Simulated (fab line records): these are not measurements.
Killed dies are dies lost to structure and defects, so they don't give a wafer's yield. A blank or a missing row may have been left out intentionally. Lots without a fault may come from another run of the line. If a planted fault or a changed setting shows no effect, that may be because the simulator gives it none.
Matching of chambers -- flow n5 finfet -- N5_MOL_CONTACT_COAG_ETCH_105 on rie diel-05: 4 sister chambers
The step etches SiARC in CF4, target depth 15.6 nm, time 26 s. 16 wafers are shown with their chamber, then 8 later ones without.

== EACH WAFER AND ITS CHAMBER ==
wafer,chamber,drypump motor current A (A),showerhead plenum p Torr (Torr),throttle valve pct (%)
L074.2,2,6.1,2.20,15.58
L074.4,0,5.7,2.13,15.70
L074.6,0,5.7,2.13,15.69
L078.1,1,5.8,2.04,15.84
L078.2,2,6.1,2.19,15.62
L078.6,0,5.7,2.12,15.71
L085.1,1,5.8,2.04,15.87
L085.3,0,5.6,2.12,15.74
L085.6,3,6.6,2.10,15.08
L089.3,2,6.1,2.19,15.19
L089.4,0,5.7,2.12,15.76
L089.6,3,6.6,2.10,15.12
L090.2,2,6.1,2.19,15.18
L090.4,3,6.6,2.10,15.12
L090.5,0,5.7,2.12,15.76
L093.3,0,5.7,2.11,15.76

SIGNATURES, as means of the wafers listed above
reading,chamber 0,chamber 1,chamber 2,chamber 3,scatter within a chamber
drypump motor current A,5.686,5.800,6.100,6.600,0.0267
showerhead plenum p Torr,2.1214,2.0400,2.1925,2.1000,0.00548
throttle valve pct,15.7314,15.8550,15.3925,15.1067,0.123
Rule: a wafer's distance from a chamber is the root of the sum, over the readings, of the square of ((its reading less the chamber's mean) divided by the reading's scatter). The wafer belongs to the nearest chamber; if the next one is less than 2 further off, it can't be placed. The scatter is the square root of a quotient: the sum, over the shown wafers, of each reading's squared deviation from its chamber's mean, divided by wafers minus chambers.

== WAFERS WITHOUT THEIR CHAMBER ==
wafer,drypump motor current A (A),showerhead plenum p Torr (Torr),throttle valve pct (%)
L093.4,5.8,2.03,15.91
L093.6,5.7,2.11,15.76
L095.3,6.1,2.18,15.21
L095.5,5.8,2.03,15.91
L095.6,5.7,2.11,15.79
L097.4,5.8,2.03,15.90
L097.5,5.8,2.03,15.92
L097.6,5.6,2.11,15.79

== CHAMBER TAKEN BY EACH ==
wafer,from the rows above,in truth
L093.4,1,1
L093.6,0,0
L095.3,2,2
L095.5,1,1
L095.6,0,0
L097.4,1,1
L097.5,1,1
L097.6,0,0
Correct placement for 8 of the 8. Can't be placed from these rows: 0. Number placed wrongly: 0.
